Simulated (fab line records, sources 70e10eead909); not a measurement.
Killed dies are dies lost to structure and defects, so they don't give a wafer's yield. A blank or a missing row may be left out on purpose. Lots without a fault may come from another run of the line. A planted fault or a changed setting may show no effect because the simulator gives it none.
Which tool did it? | flow nand_harc | 7 lots, 21 wafers sampled, at 2 steps of a route of 1159

WHAT THE GAUGES READ, wafer by wafer
NHARC_A_CHANNEL_HOLE_D1_CD_MEAS_18.
lot  | measured     | on        | cd_nm (nm)
L813 | day 8 16:33  | cd_sem-01 | 98.2 99.3 99.8
L814 | day 9 03:35  | cd_sem-01 | 100.3 100.7 100.3
L816 | day 9 08:17  | cd_sem-03 | 99.0 97.3 100.1
L818 | day 9 22:25  | cd_sem-03 | 102.5 99.7 99.8
L821 | day 11 07:09 | cd_sem-02 | 99.0 97.8 98.1
L826 | day 12 03:38 | cd_sem-01 | 101.7 99.6 98.7
L832 | day 13 11:17 | cd_sem-03 | 97.8 100.6 98.7

WHICH TOOL RAN EACH LOT (tool, then ch and the chambers of the sampled wafers, then the start)
lot  | NHARC_A_CHANNEL_HOLE_D1_ETCH_34
L813 | rie_diel-12 ch 0,2,3, day 8 15:53
L814 | rie_diel-03 ch 0,3, day 9 02:55
L816 | rie_diel-12 ch 0,1,2, day 9 07:36
L818 | rie_diel-12 ch 0,1,3, day 9 21:44
L821 | rie_diel-07 ch 1,2, day 11 06:29
L826 | rie_diel-03 ch 0,2,3, day 12 02:58
L832 | rie_diel-12 ch 0,1,2, day 13 10:37
- NHARC_A_CHANNEL_HOLE_D1_ETCH_34: etches the open film in CF4/CHF3, target depth 154 nm, time 77 s.

THE ANSWER, worked out from the rows above alone
Rule: what is usual is taken from the lots themselves. Put in order of their means at a reading, lots are off if they are a third of the lots or fewer, leave a main group of 4 or more, and stand apart from it by a gap of 3 or more times the standard deviation of the main group's means; of several such gaps the widest counts. A main group whose means are all the same, to the digits that the tables above print for the reading, isn't used. A lot without any number at a reading at which 4 lots or more have one is off too. The other lots that the step has rows for count as sound.
No lot is off at any reading shown: from this, nothing can be told.

WHAT THE SIMULATOR HAD PUT IN
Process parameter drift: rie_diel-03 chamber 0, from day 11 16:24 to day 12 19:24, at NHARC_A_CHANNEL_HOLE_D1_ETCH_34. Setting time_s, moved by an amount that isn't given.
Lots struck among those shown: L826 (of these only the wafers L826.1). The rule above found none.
